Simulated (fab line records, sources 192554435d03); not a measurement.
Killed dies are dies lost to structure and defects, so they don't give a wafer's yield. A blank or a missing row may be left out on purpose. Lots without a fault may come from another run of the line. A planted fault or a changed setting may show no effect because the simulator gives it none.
Chamber matching | flow n5_finfet | N5_BEOL_M5_CMP_52 on cmp-02: 4 sister chambers
The step polishes, stops on SiCOH lowk, t overpolish 6.9 s, target thk 62 nm. 4 wafers are shown with their chamber, then 9 later ones without.

WAFERS WITH THEIR CHAMBER
wafer  | chamber | motor_current_A (A)
L842.6 | 2       | 5.6
L844.1 | 3       | 6.3
L844.3 | 1       | 5.9
L844.4 | 0       | 5.8

WAFERS WITHOUT THEIR CHAMBER
wafer  | motor_current_A (A)
L851.1 | 5.8
L851.5 | 5.6
L851.6 | 6.3
L853.1 | 5.8
L853.3 | 5.9
L853.6 | 5.5
L854.1 | 6.0
L854.2 | 6.0
L854.4 | 5.8

WHICH CHAMBER EACH WENT THROUGH
wafer  | from the rows above     | in truth
L851.1 | can't be placed: 0 or 1 | 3
L851.5 | 2                       | 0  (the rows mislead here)
L851.6 | 3                       | 3
L853.1 | can't be placed: 0 or 1 | 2
L853.3 | can't be placed: 1 or 0 | 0
L853.6 | 2                       | 2
L854.1 | can't be placed: 1 or 0 | 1
L854.2 | can't be placed: 1 or 0 | 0
L854.4 | can't be placed: 0 or 1 | 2
Placed correctly: 2 of 9. Can't be placed from these rows: 6 (the true chamber is among the candidates in 3). Placed wrongly: 1.
How it was worked out, from the rows above alone: a wafer's distance from a chamber is the root of the sum, over the readings, of the square of ((its reading less the chamber's mean) divided by the reading's scatter). The wafer belongs to the nearest chamber; if the next one is less than 2 further off, it can't be placed. A chamber's mean is the mean of its shown wafers. The scatter: with one shown wafer a chamber, the root of the mean of the squares of how far each hidden wafer lies from its nearest shown one.
